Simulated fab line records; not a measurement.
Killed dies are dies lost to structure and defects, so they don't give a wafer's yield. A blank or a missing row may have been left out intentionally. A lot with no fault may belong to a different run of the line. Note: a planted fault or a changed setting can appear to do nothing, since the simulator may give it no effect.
Which tool did it? :: flow nand harc :: Sampling: 6 lots, 18 wafers, 4 of 1302 route steps

== WHAT THE GAUGES READ, wafer by wafer ==
NHARC_END_SORT_01.
lot :: measured :: on :: killed at array

== WHAT TOOL EACH LOT RAN ON (gives the tool, then ch and the chambers of the sampled wafers, and finally the start) ==
lot: L317
NHARC_A_CONTACT_ETCH_75: rie diel-11 ch 0,1,3, day 22 16:52
NHARC_THIN_TSV_DEP_47: pecvd-03 ch 1,2, day 24 15:06
NHARC_THIN_TSV_STRIP_62: plasma asher-02 ch 0,1, day 24 15:52

lot: L321
NHARC_A_CONTACT_ETCH_75: rie diel-06 ch 2,3, day 23 11:22
NHARC_THIN_TSV_DEP_47: pecvd-04 ch 0,1,2, day 25 08:09
NHARC_THIN_TSV_STRIP_62: plasma asher-01 ch 0,1, day 25 08:56

lot: L324
NHARC_A_CONTACT_ETCH_75: rie diel-07 ch 1,3, day 25 01:46
NHARC_THIN_TSV_DEP_47: pecvd-01 ch 0,1, day 27 02:41
NHARC_THIN_TSV_STRIP_62: plasma asher-01 ch 1, day 27 03:28

lot: L323
NHARC_A_CONTACT_ETCH_75: rie diel-06 ch 0,1, day 25 19:53
NHARC_THIN_TSV_DEP_47: pecvd-01 ch 0,1,2, day 27 18:17
NHARC_THIN_TSV_STRIP_62: plasma asher-01 ch 0,1, day 27 19:25

lot: L327
NHARC_A_CONTACT_ETCH_75: rie diel-06 ch 0,2,3, day 26 12:09
NHARC_THIN_TSV_DEP_47: pecvd-04 ch 0,1,2, day 28 16:56
NHARC_THIN_TSV_STRIP_62: plasma asher-02 ch 0,1, day 28 17:47

lot: L337
NHARC_A_CONTACT_ETCH_75: rie diel-06 ch 1,3, day 30 17:53
NHARC_THIN_TSV_DEP_47: pecvd-01 ch 0,1, day 32 14:20
NHARC_THIN_TSV_STRIP_62: plasma asher-02 ch 0,1, day 32 15:01
- NHARC_A_CONTACT_ETCH_75: etches the open film in CF4, target depth 39 nm, time 65 s.
- NHARC_THIN_TSV_DEP_47: deposits SiO2, target thk 200 nm.
- NHARC_THIN_TSV_STRIP_62: strips in N2/H2, time 20 s.

== THE ANSWER, worked out from the rows above alone ==
Rule: the lots themselves supply what counts as usual. Put in order of their means at a reading, lots are off if they are a third of the lots or fewer, leave a main group of 4 or more, and stand apart from it by a gap of 3 or more times the standard deviation of the main group's means; of several such gaps the widest counts. A main group is skipped when, at the precision printed for the reading in the tables above, its means are all equal. A lot without any number at a reading at which 4 lots or more have one is off too. Where the step has rows for the other lots, those lots are counted as sound.
Across all readings shown, no lot is off: no conclusion can be drawn from this.

== WHAT WAS PUT IN BY THE SIMULATOR ==
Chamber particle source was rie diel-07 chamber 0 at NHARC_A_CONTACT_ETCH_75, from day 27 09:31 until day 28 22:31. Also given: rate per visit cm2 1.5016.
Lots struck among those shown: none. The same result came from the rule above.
